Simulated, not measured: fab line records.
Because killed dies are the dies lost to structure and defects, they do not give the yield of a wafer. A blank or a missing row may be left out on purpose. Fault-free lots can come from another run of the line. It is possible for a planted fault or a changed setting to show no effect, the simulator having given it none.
3 desks looking at one fault / flow n5_finfet / only its own numbers are on each desk; what lay behind them is given at the end

THE METROLOGY DESK
What the gauges read, lot by lot, whatever tool the lot ran on: means of the sampled wafers that have a number. A lot is out of limits, marked OUT, if its mean lies more than 4 standard deviations from the usual mean; the brackets give that distance.
Columns: A = M6_OVL at N5_BEOL_M6_OVL_MEAS_12, usual 0.2 nm; B = cd_nm at N5_BEOL_M6_CD_MEAS_18, usual 39.6 nm; C = cd_nm at N5_BEOL_M6_CD_MEAS_28, usual 40.08 nm; D = V5_OVL at N5_BEOL_M6_OVL_MEAS_29, usual 0.1 nm
lot=L954; first seen here=day 10 04:52; A=0.6; B=39.0; C=40.08; D=0.4
lot=L958; first seen here=day 10 14:40; A=0.2; B=38.8; C=40.28; D=-0.1
lot=L966; first seen here=day 12 20:56; A=-0.7; B=39.4; C=40.47; D=-0.7
lot=L970; first seen here=day 14 02:37; A=-0.1; B=39.4; C=39.72; D=-0.2
lot=L972; first seen here=day 14 21:00; A=0.8; B=39.6; C=39.99; D=0.4
lot=L975; first seen here=day 15 23:41; A=-0.2; B=39.4; C=39.98; D=-0.8
This desk found nothing out of limits on any of the 6 lots.

THE DEFECT DESK
Inspection counts along the route, by lot: the mean over sampled wafers that carry a number. A lot is out of limits, marked OUT, if its mean lies more than 4 standard deviations from the usual mean; the brackets give that distance.
Columns: A = raw_defect_count at N5_BEOL_M6_INSPECT_13, usual 423; B = raw_defect_count at N5_BEOL_M6_INSPECT_30, usual 425
lot=L954; first seen here=day 10 04:53; A=370; B=372
lot=L958; first seen here=day 10 14:41; A=318; B=304
lot=L966; first seen here=day 12 20:58; A=385; B=426
lot=L970; first seen here=day 14 02:38; A=413; B=371
lot=L972; first seen here=day 14 21:02; A=519; B=513
lot=L975; first seen here=day 15 23:43; A=339; B=329
This desk found nothing out of limits on any of the 6 lots.

AT THE TOOL OWNER'S DESK: litho_track-03
The tool's own readings at N5_BEOL_M6_COAT_71 (time 60 s, resist thk 5 nm): means of the sampled wafers that have a number, for each lot that ran on this tool. A lot is out of limits, marked OUT, if its mean lies more than 4 standard deviations from the usual mean; the brackets give that distance.
Columns: A = spin_speed_rpm at N5_BEOL_M6_COAT_71, usual 1500.0 rpm
lot=L954; first seen here=day 10 05:34; A=1500.8
lot=L966; first seen here=day 12 21:29; A=1500.1
lot=L970; first seen here=day 14 04:59; A=1416.8 (-91) OUT
lot=L972; first seen here=day 14 21:49; A=1416.3 (-92) OUT
Finding of this desk: L970, L972 out of limits; the first was L970 at day 14 04:59, on spin_speed_rpm at N5_BEOL_M6_COAT_71. In limits: L954, L966.

ALL TOGETHER
At day 14 04:59, on L970, L972, the tool owner's desk was in a position to raise an alarm.
The metrology desk saw nothing out of limits.
Nothing the defect desk looked at was out of limits.
The metrology desk has L970, L972 on record, within its limits.
The defect desk has L970, L972 on record, within its limits.
Every lot named ran N5_BEOL_M6_COAT_71 on litho_track-03.

WHAT THE SIMULATOR PUT IN
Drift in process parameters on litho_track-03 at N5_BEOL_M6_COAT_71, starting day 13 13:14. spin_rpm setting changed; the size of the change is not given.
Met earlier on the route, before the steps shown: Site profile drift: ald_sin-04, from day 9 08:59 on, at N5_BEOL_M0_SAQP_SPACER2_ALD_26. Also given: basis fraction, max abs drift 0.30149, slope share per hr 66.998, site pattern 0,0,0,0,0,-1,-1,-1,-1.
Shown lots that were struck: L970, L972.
How many hours passed from the start of the fault until each desk's first out-of-limits reading: the tool owner's desk, 16.
